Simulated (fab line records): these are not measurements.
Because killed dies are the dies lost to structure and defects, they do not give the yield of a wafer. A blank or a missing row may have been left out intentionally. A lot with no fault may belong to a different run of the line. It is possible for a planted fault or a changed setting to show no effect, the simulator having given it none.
Chamber matching | flow n5_finfet | N5_BEOL_M6_CURE_74 on uv_cure-01: 3 sister chambers
The step cures SiCOH lowk, time 240 s. 20 wafers are shown with their chamber, then 10 later ones without.

WAFERS WITH THEIR CHAMBER
wafer  | chamber | lamp_power_pct (%) | wafer_temp_C_max
L074.1 | 1       | 52.40              | 387.3
L074.3 | 1       | 52.30              | 387.1
L074.5 | 1       | 52.29              | 386.1
L074.2 | 1       | 52.28              | 387.4
L074.4 | 1       | 52.33              | 387.2
L074.6 | 1       | 52.32              | 386.8
L078.4 | 2       | 52.31              | 387.2
L078.5 | 2       | 52.26              | 386.9
L078.6 | 2       | 52.30              | 387.6
L081.1 | 0       | 52.33              | 387.1
L081.4 | 0       | 52.21              | 387.2
L081.5 | 0       | 52.34              | 387.5
L081.2 | 0       | 52.25              | 387.0
L081.3 | 0       | 52.28              | 386.9
L081.6 | 0       | 52.33              | 386.7
L086.2 | 2       | 52.33              | 387.4
L086.4 | 2       | 52.30              | 386.8
L086.5 | 2       | 52.26              | 386.5
L087.1 | 1       | 52.32              | 386.7
L087.5 | 1       | 52.30              | 387.2

SIGNATURES (means of the wafers above)
reading          | chamber 0 | chamber 1 | chamber 2 | scatter within a chamber
lamp_power_pct   | 52.2900   | 52.3175   | 52.2933   | 0.0402
wafer_temp_C_max | 387.067   | 386.975   | 387.067   | 0.382
Rule: a wafer lies at a distance from a chamber equal to the root of the sum of squares, over the readings, of (its reading less the chamber's mean, divided by the reading's scatter). The wafer belongs to the nearest chamber; if the next one is less than 2 further off, it can't be placed. How the scatter is found: for the shown wafers, subtract from each reading the mean of its chamber, square and add these, divide the total by (wafers less chambers), then take the root.

WAFERS WITHOUT THEIR CHAMBER
wafer  | lamp_power_pct (%) | wafer_temp_C_max
L087.6 | 52.26              | 386.6
L093.2 | 52.26              | 387.4
L093.3 | 52.41              | 386.9
L093.6 | 52.33              | 387.3
L096.1 | 52.35              | 386.4
L096.4 | 52.34              | 387.5
L096.6 | 52.30              | 387.3
L097.3 | 52.20              | 387.3
L097.4 | 52.15              | 387.0
L097.6 | 52.28              | 386.4

CHAMBER TAKEN BY EACH
wafer  | from the rows above          | in truth
L087.6 | can't be placed: 0 or 2 or 1 | 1
L093.2 | can't be placed: 0 or 2 or 1 | 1
L093.3 | can't be placed: 1 or 2 or 0 | 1
L093.6 | can't be placed: 1 or 2 or 0 | 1
L096.1 | can't be placed: 1 or 2 or 0 | 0
L096.4 | can't be placed: 1 or 2 or 0 | 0
L096.6 | can't be placed: 2 or 0 or 1 | 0
L097.3 | can't be placed: 0 or 2 or 1 | 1
L097.4 | can't be placed: 0 or 2 or 1 | 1
L097.6 | can't be placed: 0 or 1 or 2 | 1
Correct placement for 0 of the 10. From these rows, 10 cannot be placed; in 10 the true chamber is one of the candidates. 0 placed wrongly.
